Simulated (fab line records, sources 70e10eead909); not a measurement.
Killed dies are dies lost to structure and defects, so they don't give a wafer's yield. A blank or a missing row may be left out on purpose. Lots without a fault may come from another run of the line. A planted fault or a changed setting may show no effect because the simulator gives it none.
fab line records | flow nand_harc | part 2 of 2: steps 23 to 34 of 34
record lots=5 wafers=15 last_day=25
route steps=1159 shown A_BONDPAD@1070 HYBRID_BOND@1094 THIN_TSV@1101
lots that met no fault: from a run of the same line without faults
start_h: hours from the record's first day to the start of the lot's first wafer shown | wait_h: hours since the lot's step before | " the same as in the row above | L1.1+2: a row that stands for several wafers | - no value, or no start given | * or withheld: withheld | < > ~ a bound
route shown NAME@n: a module of which the file shows steps, and the number in the route of the first | usual: mean/standard deviation of fault-free wafers | same: alike in all rows | chamber/n: place in a boat | sites: the reading at each site | _std_site: their standard deviation | _edge_site: outer sites' mean less inner sites' | radius_mm: how far each site lies from the wafer's centre | mask NAME#n: copy n | behind: the tool/chamber that last shaped the wafer | hold: why the lot was held/for how many hours/how that ended | device: the transistor (n, p or np) that didn't switch | end of line: the same wafers' tests at the end of the route | a step without rows: its recipe alone | killed: dies lost to structure and defects at the first sort, not the wafer's yield | map: a wafer's dies, x killed, . not, _ none there
set.NAME: the setting as run; set.NAME@STEP: as run at that earlier step | model.NAME: the simulator's own value behind a step, which no gauge read
lots at some steps of the route; a table a step, a row a wafer
services: from which hour (start_h, from the record's first day; less than 0 if before it) a tool's chamber was out of use, for how many hours, and why
## steps
# step NHARC_HYBRID_BOND_ACTIVATE_00
# recipe time_s=60 n2_flow_sccm=200 ar_flow_sccm=0 bias_power_w=0 chemistry=N2
# usual drypump_motor_current_A=5.7/0.51 oes_product_au=0.996/0.012 rf_vpp_V=64.0/0.97 showerhead_plenum_p_Torr=1.76/0.08
# same bias_power_w=0
# columns lot.wafer tool chamber start_h wait_h drypump_motor_current_A oes_product_au rf_hours_counter_h rf_vpp_V showerhead_plenum_p_Torr
L084.3 rie_diel-08 1 463.30 0.1 5.7 0.997 55 65.2 1.85
L084.2 " 3 " " 6.2 0.997 56 65.0 1.82
L084.5 " 1 " " 5.7 1.001 - 64.8 1.85
L083.4 rie_diel-11 3 466.52 0.1 6.2 0.985 8 63.0 1.67
L083.1 " 1 " " 5.0 1.001 9 65.2 1.86
L083.6 " 3 " " 6.2 0.983 - 62.8 1.67
L090.4 rie_diel-11 1 516.31 0.1 5.0 1.009 13 64.6 1.86
L090.3 " 3 " " 6.2 0.998 12 63.9 1.67
L090.5 " 2 " " 5.8 0.980 - 64.6 1.74
L094.2 rie_diel-11 2 543.44 0.1 5.8 0.981 16 63.8 1.74
L094.1 " 3 " " 6.2 0.986 15 62.5 1.67
L094.6 " 1 " " 5.0 1.005 - 64.4 1.86
L096.2 rie_diel-08 0 553.99 0.1 5.2 1.001 25 63.4 1.71
L096.1 " 2 " " 5.5 0.990 24 63.9 1.83
L096.4 " 3 " " 6.2 1.003 24 63.2 1.81
# step NHARC_HYBRID_BOND_PRECLEAN_01
# recipe time_s=300 temp_c=23 chemistry=DIW
# columns lot.wafer tool chamber start_h wait_h
L084.3+5+2 wet_bench-10 4,0,1 463.45 0.1
L083.1+4+6 wet_bench-10 7,3,4 466.67 0.1
L090.4+5+3 wet_bench-08 4,7,1 516.46 0.1
L094.2+1+6 wet_bench-08 4,5,6 543.60 0.2
L096.1+4+2 wet_bench-08 3,5,6 554.16 0.1
# step NHARC_HYBRID_BOND_SRD_02
# recipe time_s=30 temp_c=23 dry_time_s=20 spin_rpm=1500
# usual spin_rpm=1500.0/0.81
# same dry_time_s=20
# columns lot.wafer tool chamber start_h wait_h spin_rpm
L084.3 wet_bench-10 4 - - 1499.3
L084.5 " 0 " " 1499.8
L084.2 " 1 " " 1499.9
L083.1 wet_bench-10 7 - - 1499.8
L083.4 " 3 " " 1501.3
L083.6 " 4 " " 1499.4
L090.4 wet_bench-08 4 - - 1500.5
L090.5 " 7 " " 1500.7
L090.3 " 1 " " 1501.4
L094.2 wet_bench-08 4 - - 1500.0
L094.1 " 5 " " 1499.4
L094.6 " 6 " " 1499.5
L096.1 wet_bench-08 3 - - 1499.8
L096.4 " 5 " " 1500.5
L096.2 " 6 " " 1499.2
# step NHARC_HYBRID_BOND_BOND_03
# recipe temp_c=25
# columns lot.wafer tool chamber start_h wait_h
L084.2+3+5 wafer_bonder-01 0 463.87 -
L083.1+4+6 wafer_bonder-01 0 466.94 -
L090.3+4+5 wafer_bonder-01 0 517.01 -
L094.1+2+6 wafer_bonder-01 0 543.84 -
L096.1+2+4 wafer_bonder-01 0 554.40 -
# step NHARC_HYBRID_BOND_ANNEAL_04
# recipe temp_c=300 time_s=7200 ramp_up_c_per_min=5 ramp_down_c_per_min=3 idle_temp_c=100 pressure_atm=1
# usual zone_power_lower_pct=2.75/0.13
# columns lot.wafer tool chamber start_h wait_h zone_power_lower_pct
L083.1 furnace-01 0 468.61 1.5 2.56
L083.4 " 0 " " 2.56
L083.6 " 0 " " 2.54
L084.2 furnace-01 0 468.61 4.6 2.52
L084.3 " 0 " " 2.54
L084.5 " 0 " " 2.56
L090.3 furnace-01 0 524.43 7.3 2.54
L090.4 " 0 " " 2.56
L090.5 " 0 " " 2.59
L094.1 furnace-07 0 548.34 4.4 2.86
L094.2 " 0 " " 2.83
L094.6 " 0 " " 2.89
L096.1 furnace-07 0 559.54 5.0 2.86
L096.2 " 0 " " 2.83
L096.4 " 0 " " 2.86
# step NHARC_HYBRID_BOND_OVL_MEAS_05
# usual overlay_x_nm=-1/35 overlay_y_nm=2/32
# columns lot.wafer tool chamber start_h wait_h overlay_x_nm overlay_y_nm
L084.2 overlay-01 - 473.28 0.4 -36 -48
L084.3 " - " " -10 7
L084.5 " - " " 8 -33
L083.1 overlay-01 - 473.29 0.4 -6 13
L083.4 " - " " 23 25
L083.6 " - " " 18 4
L090.3 overlay-02 - 529.09 0.4 6 -19
L090.4 " - " " 20 16
L090.5 " - " " 46 -14
L094.1 overlay-02 - 553.06 0.4 -14 2
L094.2 " - " " 86 30
L094.6 " - " " -33 18
L096.1 overlay-02 - 564.20 0.4 0 30
L096.2 " - " " -13 -32
L096.4 " - " " 41 0
# step NHARC_HYBRID_BOND_INSPECT_06
# recipe inspect_instrument=ir_void
# usual raw_defect_count=32/11
# columns lot.wafer tool chamber start_h wait_h raw_defect_count
L084.2 defect_inspect-02 - 473.34 0.1 17
L084.3 " - " " 24
L084.5 " - " " 27
L083.1 defect_inspect-02 - 473.36 0.1 28
L083.4 " - " " 26
L083.6 " - " " 23
L090.3 defect_inspect-02 - 529.15 0.1 58
L090.4 " - " " 59
L090.5 " - " " 73
L094.1 defect_inspect-01 - 553.11 0.0 32
L094.2 " - " " 35
L094.6 " - " " 35
L096.1 defect_inspect-02 - 564.25 0.0 24
L096.2 " - " " 21
L096.4 " - " " 22
# step NHARC_THIN_TSV_GRIND_00
# recipe target_thk_um=6
# usual motor_current_A=12.002/0.021
# columns lot.wafer tool chamber start_h wait_h motor_current_A
L084.2 grinder-01 0 473.68 0.3 11.977
L084.3 " 0 " " 11.971
L084.5 " 0 " " 12.012
L083.1 grinder-01 0 476.08 2.7 12.016
L083.4 " 0 " " 12.005
L083.6 " 0 " " 11.990
L090.3 grinder-01 0 529.70 0.5 11.996
L090.4 " 0 " " 11.976
L090.5 " 0 " " 12.004
L094.1 grinder-01 0 553.27 0.1 11.985
L094.2 " 0 " " 12.039
L094.6 " 0 " " 11.974
L096.1 grinder-01 0 564.41 0.1 11.961
L096.2 " 0 " " 11.983
L096.4 " 0 " " 12.001
# step NHARC_THIN_TSV_CMP_01
# recipe target_thk_um=3
# usual motor_current_A=12.4/1.2
# columns lot.wafer tool chamber start_h wait_h motor_current_A
L084.2 cmp-02 3 474.73 0.8 12.8
L084.3 " 0 " " 12.2
L084.5 " 2 " " 11.8
L083.4 cmp-02 2 477.33 0.5 11.9
L083.1 " 3 " " 12.9
L083.6 " 2 " " 12.4
L090.4 cmp-01 0 530.54 0.4 14.8
L090.3 " 1 " " 11.7
L090.5 " 1 " " 12.2
L094.2 cmp-02 0 554.54 0.9 11.8
L094.1 " 1 " " 14.3
L094.6 " 3 " " 12.2
L096.1 cmp-02 0 565.64 1.0 12.8
L096.2 " 2 " " 11.9
L096.4 " 3 " " 12.6
# step NHARC_THIN_TSV_THK_MEAS_02
# recipe thk_meas_gauge=ir
# usual thk_nm=2984/210
# columns lot.wafer tool chamber start_h wait_h thk_nm
L084.2 film_metro-02 - 474.97 0.2 3502
L084.3 " - " " 3000
L084.5 " - " " 2989
L083.1 film_metro-01 - 477.56 - 3119
L083.4 " - " " 3003
L083.6 " - " " 2962
L090.3 film_metro-02 - 530.80 - 2978
L090.4 " - " " 3127
L090.5 " - " " 2980
L094.1 film_metro-02 - 554.78 0.2 2959
L094.2 " - " " 3117
L094.6 " - " " 2946
L096.1 film_metro-01 - 565.91 - 3041
L096.2 " - " " 3062
L096.4 " - " " 2933
# step NHARC_THIN_TSV_SRD_03
# columns lot.wafer tool chamber start_h wait_h
L084.2+3+5 wet_bench-10 0,4,5 475.01 0.0
L083.6+4+1 wet_bench-10 1,2,3 477.62 0.0
L090.3+4+5 wet_bench-10 2,3,6 530.84 0.0
L094.1+6+2 wet_bench-08 7,0,1 554.82 0.0
L096.4+2+1 wet_bench-10 3,6,7 565.95 0.0
# step NHARC_THIN_TSV_PRECLEAN_41
# recipe time_s=* temp_c=50 bath_age_min=0 chemistry=SC1
# columns lot.wafer tool chamber start_h wait_h
L084.2+3+5 wet_bench-10 0,4,5 475.04 0.0
L083.6+4+1 wet_bench-10 1,2,3 477.64 0.0
L090.3+4+5 wet_bench-10 2,3,6 530.86 0.0
L094.1+6+2 wet_bench-08 7,0,1 554.85 0.0
L096.4+2+1 wet_bench-10 3,6,7 565.97 0.0
## services
# columns tool chamber start_h hours kind
cmp-01 - 440.44 2.1 repair
cmp-02 - 444.38 0.4 repair
grinder-01 - 446.70 2.0 repair
ecd_cu-01 - 448.00 8.0 pm
cmp-03 - 450.13 4.0 pm
wafer_bonder-01 - 453.77 1.0 repair
rie_diel-02 2 459.83 4.2 repair
rie_diel-02 1 462.89 1.5 repair
cmp-02 - 468.98 1.7 repair
cmp-01 - 473.50 4.0 pm
rie_diel-02 2 475.63 6.5 repair
furnace-01 - 495.35 26.0 pm
cmp-01 - 495.67 1.7 repair
cmp-02 - 500.94 2.2 repair
rie_diel-02 - 504.83 9.0 pm
cmp-02 - 506.22 6.2 repair
pvd_sputter-01 - 514.09 10.0 pm
litho_track-02 - 515.00 7.0 pm
cmp-02 - 520.76 4.0 pm
litho_track-07 - 539.00 7.0 pm
grinder-01 - 539.06 0.3 repair
rie_diel-03 0 542.17 1.8 repair
rie_diel-02 - 542.62 4.3 repair
pvd_sputter-01 - 551.68 9.0 repair
